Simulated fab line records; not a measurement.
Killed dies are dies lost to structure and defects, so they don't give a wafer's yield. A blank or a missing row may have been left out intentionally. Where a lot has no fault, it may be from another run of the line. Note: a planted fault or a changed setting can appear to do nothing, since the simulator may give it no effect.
Matching of chambers | flow nand_harc | rie_diel-13 running NHARC_P_ZERO_WELL_DESCUM_54: 4 sister chambers
The step chemistry O2, time 3 s. 14 wafers are shown with their chamber, then 7 later ones without.

== WAFERS WITH THEIR CHAMBER ==
wafer  | chamber | drypump_motor_current_A (A) | showerhead_plenum_p_Torr (Torr) | oes_product_au (a.u.)
L606.1 | 1       | 6.5                         | 2.01                            | 0.997
L606.2 | 0       | 6.4                         | 1.89                            | 1.008
L606.5 | 2       | 4.8                         | 1.88                            | 0.996
L607.1 | 1       | 6.6                         | 2.00                            | 0.996
L607.2 | 2       | 4.8                         | 1.87                            | 1.002
L607.3 | 0       | 6.5                         | 1.89                            | 1.010
L608.1 | 3       | 5.7                         | 1.80                            | 1.006
L608.4 | 1       | 6.5                         | 2.00                            | 1.010
L608.5 | 3       | 5.7                         | 1.80                            | 1.006
L612.2 | 2       | 4.8                         | 1.87                            | 0.996
L612.4 | 3       | 5.7                         | 1.80                            | 0.998
L612.5 | 2       | 4.8                         | 1.87                            | 1.002
L616.3 | 1       | 6.6                         | 1.99                            | 1.000
L616.4 | 2       | 4.8                         | 1.86                            | 1.011

SIGNATURES (means of the wafers above)
reading                  | chamber 0 | chamber 1 | chamber 2 | chamber 3 | scatter within a chamber
drypump_motor_current_A  | 6.450     | 6.550     | 4.800     | 5.700     | 0.0387
showerhead_plenum_p_Torr | 1.8900    | 2.0000    | 1.8700    | 1.8000    | 0.00632
oes_product_au           | 1.00900   | 1.00075   | 1.00140   | 1.00333   | 0.00564
Rule: a wafer lies at a distance from a chamber equal to the root of the sum of squares, over the readings, of (its reading less the chamber's mean, divided by the reading's scatter). The wafer belongs to the nearest chamber; if the next one is less than 2 further off, it can't be placed. The scatter: take each reading less its chamber's mean, square it, sum over the shown wafers, divide by the number of wafers less the number of chambers, and take the root.

== WAFERS WITH NO CHAMBER GIVEN ==
wafer  | drypump_motor_current_A (A) | showerhead_plenum_p_Torr (Torr) | oes_product_au (a.u.)
L616.5 | 4.8                         | 1.86                            | 1.004
L617.1 | 6.6                         | 1.99                            | 1.006
L617.5 | 4.8                         | 1.86                            | 0.994
L617.6 | 5.7                         | 1.80                            | 1.004
L625.1 | 6.4                         | 1.87                            | 0.998
L625.5 | 5.7                         | 1.79                            | 0.993
L625.6 | 6.4                         | 1.87                            | 1.000

== THE CHAMBER EACH PASSED THROUGH ==
wafer  | from the rows above | in truth
L616.5 | 2                   | 2
L617.1 | 1                   | 1
L617.5 | 2                   | 2
L617.6 | 3                   | 3
L625.1 | 0                   | 0
L625.5 | 3                   | 3
L625.6 | 0                   | 0
Correct placement for 7 of the 7. Can't be placed from these rows: 0. Wrongly placed: 0.
